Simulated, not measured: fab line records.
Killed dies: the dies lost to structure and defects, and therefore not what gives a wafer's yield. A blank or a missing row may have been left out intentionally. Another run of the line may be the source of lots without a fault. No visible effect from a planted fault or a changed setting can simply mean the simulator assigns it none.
What tool caused it? :: flow nand harc :: 13 lots with 39 wafers sampled at 5 steps, on a route of 1302 steps

== WHAT THE GAUGES READ, wafer by wafer ==
NHARC_A_BONDPAD_THK_MEAS_30: measures by ellipsometry.
lot: L930
measured: day 23 16:37
on: film metro-01
thk nm (nm): 202.8 198.3 201.2

lot: L932
measured: day 25 16:22
on: film metro-02
thk nm (nm): 199.0 201.5 199.4

lot: L933
measured: day 25 21:32
on: film metro-02
thk nm (nm): 202.7 196.2 200.2

lot: L934
measured: day 26 01:35
on: film metro-02
thk nm (nm): 203.5 201.1 200.6

lot: L935
measured: day 26 08:05
on: film metro-01
thk nm (nm): 198.8 199.0 199.3

lot: L938
measured: day 27 06:47
on: film metro-02
thk nm (nm): 195.9 203.0 200.7

lot: L937
measured: day 27 11:34
on: film metro-01
thk nm (nm): 199.0 198.7 198.4

lot: L940
measured: day 27 18:56
on: film metro-02
thk nm (nm): 199.0 201.1 198.5

lot: L941
measured: day 28 14:28
on: film metro-02
thk nm (nm): 199.5 200.2 199.9

lot: L942
measured: day 29 06:46
on: film metro-01
thk nm (nm): 199.6 201.4 201.0

lot: L943
measured: day 29 12:18
on: film metro-02
thk nm (nm): 202.1 201.0 201.3

lot: L946
measured: day 30 22:52
on: film metro-01
thk nm (nm): 201.8 198.2 200.0

lot: L947
measured: day 31 12:09
on: film metro-02
thk nm (nm): 200.6 200.9 199.2

NHARC_A_BONDPAD_OVL_MEAS_35.
lot: L930
measured: day 23 17:16
on: overlay-01
overlay x nm (nm): 1 0 1
overlay y nm (nm): -9 -8 -8

lot: L932
measured: day 25 16:54
on: overlay-01
overlay x nm (nm): 2 2 2
overlay y nm (nm): 7 7 7

lot: L933
measured: day 25 22:11
on: overlay-02
overlay x nm (nm): 3 3 3
overlay y nm (nm): -1 -2 -1

lot: L934
measured: day 26 02:14
on: overlay-02
overlay x nm (nm): -5 -4 -4
overlay y nm (nm): 4 3 4

lot: L935
measured: day 26 08:38
on: overlay-01
overlay x nm (nm): 8 7 7
overlay y nm (nm): 1 1 1

lot: L938
measured: day 27 07:26
on: overlay-01
overlay x nm (nm): 0 0 0
overlay y nm (nm): 1 1 1

lot: L937
measured: day 27 12:05
on: overlay-02
overlay x nm (nm): 2 3 2
overlay y nm (nm): -11 -11 -11

lot: L940
measured: day 27 19:35
on: overlay-01
overlay x nm (nm): 1 1 1
overlay y nm (nm): 0 0 -1

lot: L941
measured: day 28 14:59
on: overlay-02
overlay x nm (nm): 8 9 8
overlay y nm (nm): -9 -10 -9

lot: L942
measured: day 29 07:25
on: overlay-02
overlay x nm (nm): -7 -7 -7
overlay y nm (nm): 1 1 1

lot: L943
measured: day 29 12:57
on: overlay-02
overlay x nm (nm): -3 -3 -4
overlay y nm (nm): 2 3 2

lot: L946
measured: day 30 23:31
on: overlay-01
overlay x nm (nm): -2 -2 -2
overlay y nm (nm): 2 2 2

lot: L947
measured: day 31 12:48
on: overlay-02
overlay x nm (nm): -14 -14 -14
overlay y nm (nm): -2 -2 -2

NHARC_END_SORT_01.
lot: L930
measured: day 25 17:35
on: prober-01
defect limited yield (%): 97 96 97
killed at array: 18 23 14
killed at other: 2 2 0
killed at periphery: 2 1 5
killed dies: 22 26 19
killed open: 4 3 3
killed short: 3 3 1

lot: L932
measured: day 27 00:02
on: prober-02
defect limited yield (%): 95 96 95
killed at array: 22 21 36
killed at other: 0 0 0
killed at periphery: 9 5 1
killed dies: 31 26 37
killed open: 4 4 1
killed short: 3 3 5

lot: L933
measured: day 27 06:09
on: prober-01
defect limited yield (%): 92 92 92
killed at array: 55 53 51
killed at other: 0 1 0
killed at periphery: 1 2 4
killed dies: 56 56 55
killed open: 5 4 1
killed short: 2 0 3

lot: L934
measured: day 27 14:42
on: prober-01
defect limited yield (%): 91 91 92
killed at array: 58 62 50
killed at other: 0 0 0
killed at periphery: 3 2 6
killed dies: 61 64 56
killed open: 5 2 3
killed short: 1 2 3

lot: L935
measured: day 27 18:27
on: prober-02
defect limited yield (%): 88 90 90
killed at array: 80 68 65
killed at other: 0 1 0
killed at periphery: 3 1 1
killed dies: 83 70 66
killed open: 3 3 1
killed short: 2 2 0

lot: L938
measured: day 28 16:09
on: prober-01
defect limited yield (%): 87 85 86
killed at array: 86 98 93
killed at other: 0 1 0
killed at periphery: 3 1 1
killed dies: 89 100 94
killed open: 3 0 0
killed short: 4 6 4

lot: L937
measured: day 28 15:20
on: prober-02
defect limited yield (%): 91 92 91
killed at array: 51 48 47
killed at other: 2 1 1
killed at periphery: 8 4 13
killed dies: 61 53 61
killed open: 5 0 5
killed short: 1 4 1

lot: L940
measured: day 29 01:25
on: prober-02
defect limited yield (%): 88 88 87
killed at array: 80 75 85
killed at other: 1 2 1
killed at periphery: 3 2 3
killed dies: 84 79 89
killed open: 3 1 2
killed short: 3 2 1

lot: L941
measured: day 29 22:45
on: prober-01
defect limited yield (%): 87 84 86
killed at array: 79 99 87
killed at other: 0 2 2
killed at periphery: 9 7 3
killed dies: 88 108 92
killed open: 1 1 2
killed short: 4 2 2

lot: L942
measured: day 30 16:52
on: prober-01
defect limited yield (%): 91 91 91
killed at array: 58 55 59
killed at other: 1 0 2
killed at periphery: 1 4 3
killed dies: 60 59 64
killed open: 5 3 6
killed short: 2 3 1

lot: L943
measured: day 30 17:33
on: prober-02
defect limited yield (%): 90 89 89
killed at array: 68 71 66
killed at other: 0 3 5
killed at periphery: 2 3 6
killed dies: 70 77 77
killed open: 2 4 4
killed short: 3 4 3

lot: L946
measured: day 32 08:13
on: prober-01
defect limited yield (%): 90 90 91
killed at array: 59 59 57
killed at other: 1 1 0
killed at periphery: 5 6 3
killed dies: 65 66 60
killed open: 6 4 5
killed short: 2 1 6

lot: L947
measured: day 32 20:58
on: prober-02
defect limited yield (%): 90 91 91
killed at array: 63 62 56
killed at other: 0 0 2
killed at periphery: 4 0 4
killed dies: 67 62 62
killed open: 4 1 5
killed short: 5 1 5

== WHICH TOOL RAN EACH LOT (tool, then ch and the chambers of the sampled wafers, then the start) ==
lot: L930
NHARC_A_BONDPAD_ETCH_12: rie diel-13 ch 0,1,2, day 23 17:35
NHARC_A_BONDPAD_PRE_CLEAN_26: pvd sputter-02, day 25 17:35 or earlier

lot: L932
NHARC_A_BONDPAD_ETCH_12: rie diel-13 ch 1,2,3, day 25 17:13
NHARC_A_BONDPAD_PRE_CLEAN_26: pvd sputter-02, day 27 00:02 or earlier

lot: L933
NHARC_A_BONDPAD_ETCH_12: rie diel-02 ch 1,2, day 25 22:32
NHARC_A_BONDPAD_PRE_CLEAN_26: pvd sputter-02, day 27 06:09 or earlier

lot: L934
NHARC_A_BONDPAD_ETCH_12: rie diel-13 ch 0,1, day 26 02:32
NHARC_A_BONDPAD_PRE_CLEAN_26: pvd sputter-03, day 27 14:42 or earlier

lot: L935
NHARC_A_BONDPAD_ETCH_12: rie diel-13 ch 0,3, day 26 08:57
NHARC_A_BONDPAD_PRE_CLEAN_26: pvd sputter-01, day 27 18:27 or earlier

lot: L938
NHARC_A_BONDPAD_ETCH_12: rie diel-13 ch 0,1,3, day 27 07:44
NHARC_A_BONDPAD_PRE_CLEAN_26: pvd sputter-02, day 28 16:09 or earlier

lot: L937
NHARC_A_BONDPAD_ETCH_12: rie diel-13 ch 1,2, day 27 12:23
NHARC_A_BONDPAD_PRE_CLEAN_26: pvd sputter-03, day 28 15:20 or earlier

lot: L940
NHARC_A_BONDPAD_ETCH_12: rie diel-13 ch 0,2, day 27 19:53
NHARC_A_BONDPAD_PRE_CLEAN_26: pvd sputter-03, day 29 01:25 or earlier

lot: L941
NHARC_A_BONDPAD_ETCH_12: rie diel-13 ch 0,1,2, day 28 15:17
NHARC_A_BONDPAD_PRE_CLEAN_26: pvd sputter-02, day 29 22:45 or earlier

lot: L942
NHARC_A_BONDPAD_ETCH_12: rie diel-13 ch 0,2,3, day 29 07:44
NHARC_A_BONDPAD_PRE_CLEAN_26: pvd sputter-02, day 30 16:52 or earlier

lot: L943
NHARC_A_BONDPAD_ETCH_12: rie diel-13 ch 0,2,3, day 29 13:15
NHARC_A_BONDPAD_PRE_CLEAN_26: pvd sputter-03, day 30 17:33 or earlier

lot: L946
NHARC_A_BONDPAD_ETCH_12: rie diel-13 ch 0,1,2, day 30 23:50
NHARC_A_BONDPAD_PRE_CLEAN_26: pvd sputter-01, day 32 08:13 or earlier

lot: L947
NHARC_A_BONDPAD_ETCH_12: rie diel-13 ch 1,3, day 31 13:07
NHARC_A_BONDPAD_PRE_CLEAN_26: pvd sputter-03, day 32 20:58 or earlier
- NHARC_A_BONDPAD_ETCH_12: etches the open film in CHF3/O2, target depth 220 nm, time 110 s.
- NHARC_A_BONDPAD_PRE_CLEAN_26: time 30 s.

== AS READ BY THE TOOLS THEMSELVES (means over the sampled wafers that have a number; for cases with no such wafer, the mark the record gives instead) ==
NHARC_A_BONDPAD_ETCH_12.
lot: L930
tool: rie diel-13
drypump motor current A (A): 5.7
o2 flow sccm (sccm): 9.995
oes product au (a.u.): 0.969
rf fwd power W (W): 497.2
rf vpp V (V): 371.8
showerhead plenum p Torr (Torr): 2.45
throttle valve pct (%): 20.572

lot: L932
tool: rie diel-13
drypump motor current A (A): 5.9
o2 flow sccm (sccm): 10.011
oes product au (a.u.): 0.936
rf fwd power W (W): 498.5
rf vpp V (V): 372.4
showerhead plenum p Torr (Torr): 2.45
throttle valve pct (%): 20.577

lot: L933
tool: rie diel-02
drypump motor current A (A): 5.2
o2 flow sccm (sccm): 9.972
oes product au (a.u.): 0.917
rf fwd power W (W): 497.2
rf vpp V (V): 368.7
showerhead plenum p Torr (Torr): 2.30
throttle valve pct (%): 20.571

lot: L934
tool: rie diel-13
drypump motor current A (A): 5.4
o2 flow sccm (sccm): 10.003
oes product au (a.u.): 0.932
rf fwd power W (W): 497.3
rf vpp V (V): 372.5
showerhead plenum p Torr (Torr): 2.46
throttle valve pct (%): 20.580

lot: L935
tool: rie diel-13
drypump motor current A (A): 5.9
o2 flow sccm (sccm): 10.003
oes product au (a.u.): 0.962
rf fwd power W (W): 495.8
rf vpp V (V): 367.5
showerhead plenum p Torr (Torr): 2.30
throttle valve pct (%): 20.566

lot: L938
tool: rie diel-13
drypump motor current A (A): 5.7
o2 flow sccm (sccm): 9.984
oes product au (a.u.): 0.967
rf fwd power W (W): 496.9
rf vpp V (V): 369.2
showerhead plenum p Torr (Torr): 2.38
throttle valve pct (%): 20.575

lot: L937
tool: rie diel-13
drypump motor current A (A): 5.5
o2 flow sccm (sccm): 9.974
oes product au (a.u.): 0.965
rf fwd power W (W): 496.9
rf vpp V (V): 373.7
showerhead plenum p Torr (Torr): 2.52
throttle valve pct (%): 20.570

lot: L940
tool: rie diel-13
drypump motor current A (A): 6.1
o2 flow sccm (sccm): 9.988
oes product au (a.u.): 0.928
rf fwd power W (W): 498.3
rf vpp V (V): 371.0
showerhead plenum p Torr (Torr): 2.43
throttle valve pct (%): 20.575

lot: L941
tool: rie diel-13
drypump motor current A (A): 5.7
o2 flow sccm (sccm): 10.015
oes product au (a.u.): 0.931
rf fwd power W (W): 496.3
rf vpp V (V): 371.2
showerhead plenum p Torr (Torr): 2.44
throttle valve pct (%): 20.565

lot: L942
tool: rie diel-13
drypump motor current A (A): 6.0
o2 flow sccm (sccm): 10.008
oes product au (a.u.): 0.968
rf fwd power W (W): 497.4
rf vpp V (V): 369.5
showerhead plenum p Torr (Torr): 2.37
throttle valve pct (%): 20.578

lot: L943
tool: rie diel-13
drypump motor current A (A): 6.0
o2 flow sccm (sccm): 10.024
oes product au (a.u.): 0.966
rf fwd power W (W): 498.0
rf vpp V (V): 369.7
showerhead plenum p Torr (Torr): 2.37
throttle valve pct (%): 20.574

lot: L946
tool: rie diel-13
drypump motor current A (A): 5.7
o2 flow sccm (sccm): 9.976
oes product au (a.u.): 1.210
rf fwd power W (W): 698.1
rf vpp V (V): 371.6
showerhead plenum p Torr (Torr): 2.44
throttle valve pct (%): 20.574

lot: L947
tool: rie diel-13
drypump motor current A (A): 5.5
o2 flow sccm (sccm): 9.997
oes product au (a.u.): 1.163
rf fwd power W (W): 696.7
rf vpp V (V): 371.4
showerhead plenum p Torr (Torr): 2.45
throttle valve pct (%): 20.577

NHARC_A_BONDPAD_PRE_CLEAN_26.
lot: L930
tool: pvd sputter-02
heater power w (W): 375

lot: L932
tool: pvd sputter-02
heater power w (W): 381

lot: L933
tool: pvd sputter-02
heater power w (W): 392

lot: L934
tool: pvd sputter-03
heater power w (W): 397

lot: L935
tool: pvd sputter-01
heater power w (W): 400

lot: L938
tool: pvd sputter-02
heater power w (W): 377

lot: L937
tool: pvd sputter-03
heater power w (W): 402

lot: L940
tool: pvd sputter-03
heater power w (W): 398

lot: L941
tool: pvd sputter-02
heater power w (W): 373

lot: L942
tool: pvd sputter-02
heater power w (W): 371

lot: L943
tool: pvd sputter-03
heater power w (W): 393

lot: L946
tool: pvd sputter-01
heater power w (W): 421

lot: L947
tool: pvd sputter-03
heater power w (W): 407

== THE ANSWER, worked out from the rows above alone ==
Rule: usual is defined by the lots themselves. The widest of any qualifying gaps counts: lots, ordered by their means at a reading, are off when they make up no more than a third of the lots, leave a main group of 4 or more, and stand apart from it by 3 or more times the standard deviation of that group's means. If all means in a main group match to the digits the tables above print for the reading, that group is not used. A lot without any number at a reading at which 4 lots or more have one is off too. The other lots that the step has rows for count as sound. After the gauges, taken in route order, come the tools' own readings; for these a lot's mean is taken, as printed above. The first step at which some lot is off is used, and at that step the reading that is off furthest; a lot without a number counts as furthest.
Off: L946, L947 (NHARC_A_BONDPAD_ETCH_12, rf fwd power W). Mean 497.3 W and standard deviation 0.77 in the main group.
If a tool, at that step or one of the process steps before it, ran each lot that is off and ran no sound lot following the first of them, it fits. One fits: NHARC_A_BONDPAD_ETCH_12 on rie diel-13. Its last sound lot is L943 (day 29 13:15), its first lot that is off L946 (day 30 23:50): a fault that began between those two fits.
The tool's own readings at NHARC_A_BONDPAD_ETCH_12 bear it out: on the lots that are off they differ by more than 5 times the standard deviation of the sound lots' means. oes product au reads 1.187 a.u. there against 0.949 a.u. on the sound lots; rf fwd power W reads 697.4 W there against 497.3 W on the sound lots.

== WHAT HAD BEEN PUT IN BY THE SIMULATOR ==
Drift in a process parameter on rie diel-13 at NHARC_A_BONDPAD_ETCH_12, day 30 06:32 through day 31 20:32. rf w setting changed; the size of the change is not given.
Shown lots that were struck: L946, L947. Same finding as the rule above.
